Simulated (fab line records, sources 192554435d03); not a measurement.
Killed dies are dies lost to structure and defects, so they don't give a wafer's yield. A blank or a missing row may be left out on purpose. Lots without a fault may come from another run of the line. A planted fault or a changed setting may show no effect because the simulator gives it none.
Split-lot experiment | flow n5_finfet | 7 lots, 21 wafers read, on a route of 1938 steps

THE SPLIT
At N5_FIN_SAQP_ETCH_65 (etches SiO2 in CF4, target depth 4 nm, time 4.4 s), the setting time_s was moved away from the recipe's 4.4 s on 11 of the 21 wafers read, by -19.5% to -6.5%. The other wafers ran this setting at the recipe's value.

The reading is taken at the split's own step.

THE READING
etch.depth_nm (the simulator's own value, which no gauge read), in nm, at N5_FIN_SAQP_ETCH_65 (etches SiO2 in CF4, target depth 4 nm, time 4.4 s). The file gives no usual value for it. The 10 wafers here that ran the recipe average 4.061 nm, standard deviation 0.063 nm.

wafer  | tool, chamber at the split | time_s as run, s | against the recipe | etch.depth_nm, nm | against lot-mates on the recipe
L078.2 | rie_si-06, 3               | 4.036            | -8.3%              | 3.683             | -0.361
L078.4 | rie_si-06, 1               | 4.036            | -8.3%              | 3.74              | -0.304
L078.5 | rie_si-06, 3               | 4.4              | recipe             | 4.044             | -
L080.2 | rie_si-02, 2               | 4.109            | -6.6%              | 3.761             | -0.214
L080.3 | rie_si-02, 3               | 4.109            | -6.6%              | 3.827             | -0.148
L080.6 | rie_si-02, 0               | 4.4              | recipe             | 3.975             | -
L083.2 | rie_si-02, 3               | 4.4              | recipe             | 4.096             | -
L083.4 | rie_si-02, 0               | 4.4              | recipe             | 3.943             | -
L083.5 | rie_si-02, 1               | 4.4              | recipe             | 4.073             | -
L085.1 | rie_si-02, 3               | 4.115            | -6.5%              | 3.865             | -0.178
L085.4 | rie_si-02, 0               | 4.115            | -6.5%              | 3.753             | -0.290
L085.6 | rie_si-02, 2               | 4.4              | recipe             | 4.043             | -
L086.4 | rie_si-06, 1               | 4.4              | recipe             | 4.116             | -
L086.5 | rie_si-06, 2               | 3.866            | -12.1%             | 3.5               | -0.616
L086.6 | rie_si-06, 1               | 3.866            | -12.1%             | 3.64              | -0.476
L091.3 | rie_si-02, 1               | 3.541            | -19.5%             | 3.26              | no lot-mate on the recipe
L091.4 | rie_si-02, 2               | 3.541            | -19.5%             | 3.219             | no lot-mate on the recipe
L091.6 | rie_si-02, 2               | 3.541            | -19.5%             | 3.227             | no lot-mate on the recipe
L095.1 | rie_si-02, 3               | 4.4              | recipe             | 4.157             | -
L095.2 | rie_si-02, 1               | 4.4              | recipe             | 4.12              | -
L095.3 | rie_si-02, 2               | 4.4              | recipe             | 4.04              | -

THE FIT
A straight line over all 21 wafers: etch.depth_nm changes by +0.042 nm for each +1% of time_s; r = +0.98; the points scatter about the line by 0.057 nm.
The same after taking each lot's own level away (the mean of its wafers on the recipe; 18 wafers): +0.0412 nm for each +1%; r = +0.95; scatter 0.062 nm.
On that fit, the largest move of time_s shifts the reading by 0.8 nm.
The lots' own levels span 3.9750 to 4.1160 nm, that is 2.2 times the standard deviation above.
So the lot-to-lot level changes the slope little: the two slopes agree.
Check: with one of the wafers moved furthest among these (-12.1%) left out of the fit, the line predicts -0.447 nm for it against its lot-mates. It came out at -0.616 nm against them.

OTHER SPLITS ON THESE WAFERS
These wafers also went through other splits before the reading. Each is held against what the fit with the lots' levels taken away leaves over:
other split on the same wafers            | wafers away from the commonest value | r with etch.depth_nm (lot level and that fit taken away)
N5_WELL_APT_EXPOSE_05 dose_mj             | 6                                    | +0.23
N5_WELL_APT_PEB_06 peb_time_s             | 5                                    | -0.04
N5_PMOS_HMC_CHANNEL_EPI_HM_DEP_34 time_s  | 9                                    | -0.38
N5_PMOS_HMC_CHANNEL_EPI_PEB_07 peb_time_s | 8                                    | -0.06
N5_FIN_SAQP_SPACER1_ALD_24 ald_cycles     | 9                                    | +0.00

THE FILE'S OWN FIT
etch.depth_nm changes by +0.0401 nm for each +1% of time_s, r = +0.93.
